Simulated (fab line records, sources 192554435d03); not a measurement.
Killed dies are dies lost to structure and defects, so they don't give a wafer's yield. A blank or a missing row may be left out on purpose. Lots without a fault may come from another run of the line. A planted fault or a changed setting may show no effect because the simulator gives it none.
Which tool did it? | flow n5_finfet | 9 lots, 27 wafers sampled, at 6 steps of a route of 1938

WHAT THE GAUGES READ, wafer by wafer
N5_PMOS_HMC_CHANNEL_EPI_THK_MEAS_22.
lot  | measured    | on            | HMC_CMP_THK (nm)
L951 | day 2 02:41 | film_metro-01 | 54.7 54.0 53.5
L954 | day 2 19:40 | film_metro-01 | 53.8 53.5 54.2
L958 | day 3 20:22 | film_metro-01 | 53.7 53.7 53.6
L959 | day 4 03:58 | film_metro-02 | 54.9 54.8 53.8
L960 | day 4 07:51 | film_metro-01 | 54.6 54.4 54.3
L966 | day 5 19:24 | film_metro-02 | 46.8 46.7 46.9
L969 | day 6 14:37 | film_metro-01 | 47.1 47.2 47.0
L971 | day 7 01:31 | film_metro-01 | 54.5 54.3 54.9
L973 | day 7 14:00 | film_metro-02 | 54.5 54.2 55.4

N5_BEOL_M4_RC_MEAS_101.
lot  | measured     | on        | DIBL_N (mV/V)  | DIBL_P (mV/V)  | IOFF_N (nA/um)    | IOFF_P (nA/um)    | ION_N (uA/um) | ION_P (uA/um) | SS_N (mV/dec)  | SS_P (mV/dec)  | VT_N (mV)         | VT_P (mV)
L951 | day 8 03:10  | prober-01 | 38.3 36.7 36.8 | 37.0 34.9 34.5 | 0.170 0.139 0.136 | 0.252 0.215 0.199 | 673 661 669   | 472 462 468   | 71.9 71.2 70.9 | 73.3 73.9 73.2 | 252.2 254.3 253.8 | -249 -248 -249
L954 | day 9 19:38  | prober-02 | 38.0 37.2 37.7 | 38.5 37.4 38.7 | 0.187 0.190 0.194 | 0.234 0.208 0.236 | 682 691 687   | 462 466 461   | 72.1 72.5 72.0 | 74.0 72.4 73.9 | 247.6 245.4 246.8 | -249 -251 -251
L958 | day 9 22:42  | prober-01 | 33.8 36.2 35.3 | 32.7 35.5 34.8 | 0.120 0.155 0.140 | 0.196 0.244 0.230 | 666 671 676   | 468 464 472   | 71.6 71.3 71.5 | 72.4 73.1 72.8 | 251.9 249.2 250.8 | -247 -247 -248
L959 | day 11 00:24 | prober-02 | 38.6 36.2 37.8 | 37.9 34.9 37.6 | 0.185 0.140 0.179 | 0.256 0.201 0.246 | 682 674 683   | 467 464 475   | 72.0 71.2 71.0 | 74.1 73.1 73.8 | 248.0 251.5 251.6 | -250 -250 -249
L960 | day 10 21:46 | prober-02 | 37.1 37.1 36.8 | 37.8 37.8 37.4 | 0.162 0.166 0.162 | 0.220 0.226 0.211 | 679 674 685   | 462 471 466   | 72.3 71.2 71.0 | 73.8 73.8 73.7 | 251.9 248.4 249.9 | -250 -250 -251
L966 | day 11 22:12 | prober-02 | 35.7 33.7 35.3 | 36.0 32.7 35.5 | 0.149 0.110 0.152 | 0.210 0.162 0.212 | 663 665 682   | 454 457 468   | 70.7 70.4 71.2 | 72.8 72.7 73.4 | 249.4 255.0 249.5 | -250 -256 -247
L969 | day 12 21:46 | prober-02 | 37.2 37.7 38.3 | 37.0 38.1 38.3 | 0.176 0.195 0.203 | 0.219 0.232 0.244 | 682 694 682   | 461 469 465   | 71.7 71.5 71.7 | 73.5 73.2 73.7 | 249.3 247.1 246.3 | -250 -251 -250
L971 | day 13 10:22 | prober-01 | 35.9 34.6 36.0 | 37.2 35.2 37.6 | 0.158 0.136 0.166 | 0.203 0.166 0.203 | 675 668 682   | 467 458 463   | 71.4 70.9 71.8 | 73.2 73.3 73.5 | 251.6 251.9 249.8 | -253 -258 -252
L973 | day 14 04:43 | prober-02 | 36.6 37.2 34.9 | 35.7 36.7 33.8 | 0.149 0.164 0.132 | 0.218 0.243 0.196 | 661 665 667   | 460 458 467   | 71.8 72.8 71.7 | 73.4 73.9 72.7 | 251.6 250.0 254.0 | -250 -248 -251

WHICH TOOL RAN EACH LOT (tool, then ch and the chambers of the sampled wafers, then the start)
lot  | N5_PMOS_HMC_CHANNEL_EPI_HM_DEP_34 | N5_PMOS_HMC_CHANNEL_EPI_DESCUM_14 | N5_PMOS_HMC_CHANNEL_EPI_ETCH_32   | N5_PMOS_HMC_CHANNEL_EPI_EPI_20
L951 | pecvd-03 ch 0,1,2, day 1 23:25    | rie_diel-04 ch 0,1,2, day 1 23:54 | rie_diel-04 ch 0,1,2, day 1 23:56 | epi_rpcvd-04 ch 0, day 2 00:32
L954 | pecvd-01 ch 0,1,2, day 2 16:41    | rie_diel-06 ch 0,1, day 2 17:10   | rie_diel-06 ch 0,1, day 2 17:12   | epi_rpcvd-03 ch 0, day 2 18:38
L958 | pecvd-03 ch 0,1, day 3 17:41      | rie_diel-03 ch 0,2, day 3 18:04   | rie_diel-03 ch 0,2, day 3 18:05   | epi_rpcvd-03 ch 0, day 3 18:41
L959 | pecvd-02 ch 1,2, day 4 01:08      | rie_diel-06 ch 0,1,3, day 4 01:42 | rie_diel-06 ch 0,1,3, day 4 01:44 | epi_rpcvd-04 ch 0, day 4 02:32
L960 | pecvd-02 ch 1,2, day 4 04:42      | rie_diel-04 ch 0,3, day 4 05:12   | rie_diel-04 ch 0,3, day 4 05:14   | epi_rpcvd-01 ch 0, day 4 05:49
L966 | pecvd-03 ch 0,2, day 5 16:46      | rie_diel-03 ch 0,1,3, day 5 17:08 | rie_diel-03 ch 0,1,3, day 5 17:10 | epi_rpcvd-03 ch 0, day 5 17:45
L969 | pecvd-01 ch 0,1,2, day 6 11:49    | rie_diel-06 ch 2,3, day 6 12:22   | rie_diel-06 ch 2,3, day 6 12:24   | epi_rpcvd-03 ch 0, day 6 13:00
L971 | pecvd-03 ch 0,1, day 6 22:29      | rie_diel-03 ch 0,2,3, day 6 22:52 | rie_diel-03 ch 0,2,3, day 6 22:54 | epi_rpcvd-04 ch 0, day 6 23:45
L973 | pecvd-01 ch 0,1, day 7 10:49      | rie_diel-06 ch 1,2, day 7 11:20   | rie_diel-06 ch 1,2, day 7 11:22   | epi_rpcvd-04 ch 0, day 7 11:58
- N5_PMOS_HMC_CHANNEL_EPI_HM_DEP_34: deposits SiO2 from TEOS/O2, target thk 36 nm, time 6.9 s.
- N5_PMOS_HMC_CHANNEL_EPI_DESCUM_14: chemistry O2, time 7.9 s.
- N5_PMOS_HMC_CHANNEL_EPI_ETCH_32: etches BARC in N2/H2, stops on SiO2, target depth 85.8 nm, time 50.3 s.
- N5_PMOS_HMC_CHANNEL_EPI_EPI_20: deposits SiGe30, target thk 59 nm.

WHAT THE TOOLS THEMSELVES READ (means of the sampled wafers that have a number; where no wafer has one, the mark that the record gives instead)
N5_PMOS_HMC_CHANNEL_EPI_HM_DEP_34.
lot  | tool     | heater_power_outer_w (W) | heater_power_w (W) | showerhead_plenum_p_Torr (Torr) | throttle_valve_pct (%)
L951 | pecvd-03 | 253                      | 510                | 8.38                            | 17.9
L954 | pecvd-01 | 287                      | 547                | 8.31                            | 18.7
L958 | pecvd-03 | 294                      | 593                | 8.40                            | 18.2
L959 | pecvd-02 | 338                      | 677                | 8.30                            | 18.8
L960 | pecvd-02 | 410                      | 737                | 8.32                            | 18.9
L966 | pecvd-03 | 262                      | 464                | 8.36                            | 16.9
L969 | pecvd-01 | 263                      | 522                | 8.34                            | 18.9
L971 | pecvd-03 | 243                      | 487                | 8.38                            | 18.0
L973 | pecvd-01 | 288                      | 523                | 8.33                            | 18.9

N5_PMOS_HMC_CHANNEL_EPI_DESCUM_14.
lot  | tool        | chamber_pressure_mTorr (mTorr) | drypump_motor_current_A (A) | oes_product_au (a.u.) | rf_vpp_V (V) | showerhead_plenum_p_Torr (Torr) | throttle_valve_pct (%)
L951 | rie_diel-04 | 20.023                         | 5.8                         | 0.76                  | 243.2        | 2.09                            | 20.51
L954 | rie_diel-06 | 19.997                         | 5.8                         | 0.73                  | 243.9        | 2.15                            | 20.60
L958 | rie_diel-03 | 19.992                         | 5.8                         | 0.88                  | 242.3        | 2.06                            | 20.02
L959 | rie_diel-06 | 19.992                         | 5.8                         | 0.69                  | 243.5        | 2.14                            | 20.57
L960 | rie_diel-04 | 19.985                         | 6.0                         | 0.73                  | 243.2        | 2.08                            | 20.67
L966 | rie_diel-03 | 20.005                         | 6.0                         | 0.83                  | 243.5        | 2.14                            | 20.32
L969 | rie_diel-06 | 20.003                         | 5.6                         | 0.72                  | 243.8        | 2.13                            | 20.44
L971 | rie_diel-03 | 19.994                         | 6.1                         | 0.88                  | 242.9        | 2.10                            | 20.12
L973 | rie_diel-06 | 19.987                         | 5.4                         | 0.79                  | 243.5        | 2.11                            | 20.73

N5_PMOS_HMC_CHANNEL_EPI_ETCH_32.
lot  | tool        | chamber_pressure_mTorr (mTorr) | drypump_motor_current_A (A) | oes_product_au (a.u.) | rf_vpp_V (V) | showerhead_plenum_p_Torr (Torr) | throttle_valve_pct (%)
L951 | rie_diel-04 | 30.02                          | 5.8                         | 0.66                  | 524.8        | 2.55                            | 18.05
L954 | rie_diel-06 | 29.98                          | 5.8                         | 0.62                  | 525.4        | 2.60                            | 18.01
L958 | rie_diel-03 | 30.00                          | 5.9                         | 0.74                  | 522.4        | 2.50                            | 17.50
L959 | rie_diel-06 | 30.00                          | 5.8                         | 0.60                  | 524.9        | 2.59                            | 18.02
L960 | rie_diel-04 | 30.01                          | 6.0                         | 0.63                  | 523.0        | 2.54                            | 18.15
L966 | rie_diel-03 | 29.97                          | 6.0                         | 0.70                  | 525.6        | 2.60                            | 17.75
L969 | rie_diel-06 | 29.99                          | 5.6                         | 0.62                  | 524.7        | 2.60                            | 17.95
L971 | rie_diel-03 | 29.99                          | 6.1                         | 0.75                  | 523.9        | 2.54                            | 17.53
L973 | rie_diel-06 | 29.98                          | 5.4                         | 0.68                  | 524.0        | 2.56                            | 18.17

THE ANSWER, worked out from the rows above alone
Rule: what is usual is taken from the lots themselves. Put in order of their means at a reading, lots are off if they are a third of the lots or fewer, leave a main group of 4 or more, and stand apart from it by a gap of 3 or more times the standard deviation of the main group's means; of several such gaps the widest counts. A main group whose means are all the same, to the digits that the tables above print for the reading, isn't used. A lot without any number at a reading at which 4 lots or more have one is off too. The other lots that the step has rows for count as sound. The gauges are gone through in route order, then the tools' own readings, and for those a lot's mean is taken as printed above. The first step at which some lot is off is used, and at that step the reading that is off furthest; a lot without a number counts as furthest.
Off: L966, L969, at N5_PMOS_HMC_CHANNEL_EPI_THK_MEAS_22 (HMC_CMP_THK). The main group: mean 54.3 nm, standard deviation 0.37.
A tool fits if, at a process step before that reading, it ran every lot that is off, and no sound lot after the first of them. The gauges at N5_PMOS_HMC_CHANNEL_EPI_THK_MEAS_22 are tried like those tools. One fits: epi_rpcvd-03 at N5_PMOS_HMC_CHANNEL_EPI_EPI_20. Its last sound lot is L958 (day 3 18:41), its first lot that is off L966 (day 5 17:45): a fault that began between those two fits.

WHAT THE SIMULATOR HAD PUT IN
Site profile drift: epi_rpcvd-03, from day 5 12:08 on, at N5_PMOS_HMC_CHANNEL_EPI_EPI_20. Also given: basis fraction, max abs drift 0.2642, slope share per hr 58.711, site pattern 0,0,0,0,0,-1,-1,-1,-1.
Lots struck among those shown: L966, L969. The rule above found the same.
